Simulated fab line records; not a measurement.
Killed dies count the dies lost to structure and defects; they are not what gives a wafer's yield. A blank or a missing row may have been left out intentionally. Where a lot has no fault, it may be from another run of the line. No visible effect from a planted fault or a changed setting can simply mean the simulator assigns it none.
Split-lot study :: flow n5-finfet :: route with 1938 steps; 7 lots, 21 wafers read

ABOUT THE SPLIT
At N5_SDB_ETCH_17 (etches SiARC in CF4, target depth 23.4 nm, time 39 s), the setting bias-w was moved away from the recipe's 36 W on 7 of the 21 wafers read, by -12.3% to +8.9%. The other wafers ran this setting at the recipe's value.

The reading is taken at the split's own step.

THE READING
rf-vpp-V, in V, at N5_SDB_ETCH_17 (etches SiARC in CF4, target depth 23.4 nm, time 39 s). On this fab line, fault-free wafers typically give 184.2 V with a standard deviation of 1.2 V.

wafer: L076.1
tool, chamber at the split: rie-diel-06, 2
bias-w as run, W: 36
against the recipe: recipe
rf-vpp-V, V: 183.1
against lot-mates on the recipe: -

wafer: L076.5
tool, chamber at the split: rie-diel-06, 3
bias-w as run, W: 39.22
against the recipe: +8.9%
rf-vpp-V, V: 196.7
against lot-mates on the recipe: +13.6

wafer: L076.6
tool, chamber at the split: rie-diel-06, 2
bias-w as run, W: 39.22
against the recipe: +8.9%
rf-vpp-V, V: 195.1
against lot-mates on the recipe: +12.0

wafer: L080.1
tool, chamber at the split: rie-diel-05, 2
bias-w as run, W: 36
against the recipe: recipe
rf-vpp-V, V: 185.3
against lot-mates on the recipe: -

wafer: L080.2
tool, chamber at the split: rie-diel-05, 1
bias-w as run, W: 36
against the recipe: recipe
rf-vpp-V, V: 183.6
against lot-mates on the recipe: -

wafer: L080.6
tool, chamber at the split: rie-diel-05, 0
bias-w as run, W: 36
against the recipe: recipe
rf-vpp-V, V: 186.1
against lot-mates on the recipe: -

wafer: L086.3
tool, chamber at the split: rie-diel-03, 3
bias-w as run, W: 36
against the recipe: recipe
rf-vpp-V, V: 184.1
against lot-mates on the recipe: -

wafer: L086.4
tool, chamber at the split: rie-diel-03, 2
bias-w as run, W: 36
against the recipe: recipe
rf-vpp-V, V: 182.5
against lot-mates on the recipe: -

wafer: L086.5
tool, chamber at the split: rie-diel-03, 1
bias-w as run, W: 37.96
against the recipe: +5.4%
rf-vpp-V, V: 190.3
against lot-mates on the recipe: +7.0

wafer: L091.1
tool, chamber at the split: rie-diel-06, 3
bias-w as run, W: 31.57
against the recipe: -12.3%
rf-vpp-V, V: 169.7
against lot-mates on the recipe: -14.7

wafer: L091.3
tool, chamber at the split: rie-diel-06, 2
bias-w as run, W: 36
against the recipe: recipe
rf-vpp-V, V: 184.6
against lot-mates on the recipe: -

wafer: L091.5
tool, chamber at the split: rie-diel-06, 1
bias-w as run, W: 36
against the recipe: recipe
rf-vpp-V, V: 184.2
against lot-mates on the recipe: -

wafer: L093.1
tool, chamber at the split: rie-diel-05, 2
bias-w as run, W: 36
against the recipe: recipe
rf-vpp-V, V: 183.5
against lot-mates on the recipe: -

wafer: L093.4
tool, chamber at the split: rie-diel-05, 0
bias-w as run, W: 36
against the recipe: recipe
rf-vpp-V, V: 184.1
against lot-mates on the recipe: -

wafer: L093.5
tool, chamber at the split: rie-diel-05, 1
bias-w as run, W: 36
against the recipe: recipe
rf-vpp-V, V: 184.5
against lot-mates on the recipe: -

wafer: L096.1
tool, chamber at the split: rie-diel-03, 3
bias-w as run, W: 33.74
against the recipe: -6.3%
rf-vpp-V, V: 176.2
against lot-mates on the recipe: -6.4

wafer: L096.5
tool, chamber at the split: rie-diel-03, 2
bias-w as run, W: 36
against the recipe: recipe
rf-vpp-V, V: 182.6
against lot-mates on the recipe: -

wafer: L096.6
tool, chamber at the split: rie-diel-03, 3
bias-w as run, W: 33.74
against the recipe: -6.3%
rf-vpp-V, V: 175.7
against lot-mates on the recipe: -6.9

wafer: L097.2
tool, chamber at the split: rie-diel-05, 1
bias-w as run, W: 36
against the recipe: recipe
rf-vpp-V, V: 185.0
against lot-mates on the recipe: -

wafer: L097.5
tool, chamber at the split: rie-diel-05, 0
bias-w as run, W: 36
against the recipe: recipe
rf-vpp-V, V: 184.8
against lot-mates on the recipe: -

wafer: L097.6
tool, chamber at the split: rie-diel-05, 3
bias-w as run, W: 34.13
against the recipe: -5.2%
rf-vpp-V, V: 178.2
against lot-mates on the recipe: -6.7

THE FIT
A straight line over all 21 wafers: rf-vpp-V changes by +1.24 V for each +1% of bias-w; r = +0.99; the points scatter about the line by 0.96 V.
The same after taking each lot's own level away (the mean of its wafers on the recipe; 21 wafers): +1.27 V for each +1%; r = +0.99; scatter 0.83 V.
On that fit, the largest move of bias-w shifts the reading by 16 V.
Across the lots, their own levels run from 182.60 to 185.00 V, a range of 2.0 times the standard deviation given above.
The two slopes agree, so the slope changes little with the lot-to-lot level.
Check: with one of the wafers moved furthest among these (-12.3%) left out of the fit, the line predicts -15.7 V for it against its lot-mates. Against them it came out at -14.7 V.
Tool readings at the split's step, against how far the setting was moved: rf-vpp-V r = +0.99.

ADDITIONAL SPLITS CARRIED BY THESE WAFERS
These wafers also went through other splits before the reading. Each is held against what the fit with the lots' levels taken away leaves over:
other split on the same wafers: N5_ZERO_LAYER_ETCH_18 icp-w
wafers away from the commonest value: 9
r with rf-vpp-V (lot level and that fit taken away): -0.16

other split on the same wafers: N5_WELL_APT_EXPOSE_05 dose-mj
wafers away from the commonest value: 5
r with rf-vpp-V (lot level and that fit taken away): -0.03

other split on the same wafers: N5_FIN_SAQP_ETCH_65 time-s
wafers away from the commonest value: 5
r with rf-vpp-V (lot level and that fit taken away): -0.20

other split on the same wafers: N5_DUMMY_GATE_DESCUM_20 time-s
wafers away from the commonest value: 7
r with rf-vpp-V (lot level and that fit taken away): -0.54

other split on the same wafers: N5_DUMMY_GATE_ETCH_31 target-depth-a
wafers away from the commonest value: 7
r with rf-vpp-V (lot level and that fit taken away): +0.07

other split on the same wafers: N5_SD_EPI_P_PEB_07 peb-time-s
wafers away from the commonest value: 8
r with rf-vpp-V (lot level and that fit taken away): +0.15

other split on the same wafers: N5_SDB_EXPOSE_08 dose-mj
wafers away from the commonest value: 8
r with rf-vpp-V (lot level and that fit taken away): -0.39

THE FILE'S OWN FIT
rf-vpp-V changes by +1.25 V for each +1% of bias-w, r = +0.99.
